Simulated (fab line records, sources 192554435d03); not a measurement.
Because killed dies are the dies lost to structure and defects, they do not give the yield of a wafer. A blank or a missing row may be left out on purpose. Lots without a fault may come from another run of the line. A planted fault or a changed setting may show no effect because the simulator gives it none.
Chamber matching :: flow n5 finfet :: N5_BEOL_M10_ETCH_62 on rie diel-04: 4 sister chambers
The step etches SOC in N2/H2, target depth 110 nm, overetch 22 nm, time 165 s. 4 wafers are shown with their chamber, then 9 later ones without.

WAFERS, EACH WITH ITS CHAMBER
wafer: L083.6
chamber: 3
showerhead plenum p Torr (Torr): 2.70

wafer: L086.1
chamber: 0
showerhead plenum p Torr (Torr): 2.46

wafer: L086.4
chamber: 1
showerhead plenum p Torr (Torr): 2.69

wafer: L086.5
chamber: 2
showerhead plenum p Torr (Torr): 2.54

WAFERS MISSING THEIR CHAMBER
wafer: L093.2
showerhead plenum p Torr (Torr): 2.69

wafer: L093.3
showerhead plenum p Torr (Torr): 2.53

wafer: L093.4
showerhead plenum p Torr (Torr): 2.69

wafer: L096.2
showerhead plenum p Torr (Torr): 2.45

wafer: L096.4
showerhead plenum p Torr (Torr): 2.68

wafer: L096.6
showerhead plenum p Torr (Torr): 2.68

wafer: L097.1
showerhead plenum p Torr (Torr): 2.68

wafer: L097.2
showerhead plenum p Torr (Torr): 2.53

wafer: L097.5
showerhead plenum p Torr (Torr): 2.68

CHAMBER TAKEN BY EACH
wafer: L093.2
from the rows above: can't be placed: 1 or 3
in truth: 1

wafer: L093.3
from the rows above: 2
in truth: 2

wafer: L093.4
from the rows above: can't be placed: 1 or 3
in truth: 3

wafer: L096.2
from the rows above: 0
in truth: 0

wafer: L096.4
from the rows above: can't be placed: 1 or 3
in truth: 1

wafer: L096.6
from the rows above: can't be placed: 1 or 3
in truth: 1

wafer: L097.1
from the rows above: can't be placed: 1 or 3
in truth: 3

wafer: L097.2
from the rows above: 2
in truth: 2

wafer: L097.5
from the rows above: can't be placed: 1 or 3
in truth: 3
Correct placement for 3 of the 9. Not placeable from these rows: 6 (in 6, the candidates include the true chamber). Placed wrongly: 0.
How it was worked out, from the rows above alone: a wafer's distance from a chamber is the root of the sum, over the readings, of the square of ((its reading less the chamber's mean) divided by the reading's scatter). The wafer belongs to the nearest chamber; if the next one is less than 2 further off, it can't be placed. For every chamber, the mean is computed from those of its wafers that are shown. The scatter: root of mean squared gap, hidden wafer to nearest shown wafer, with one shown wafer a chamber.
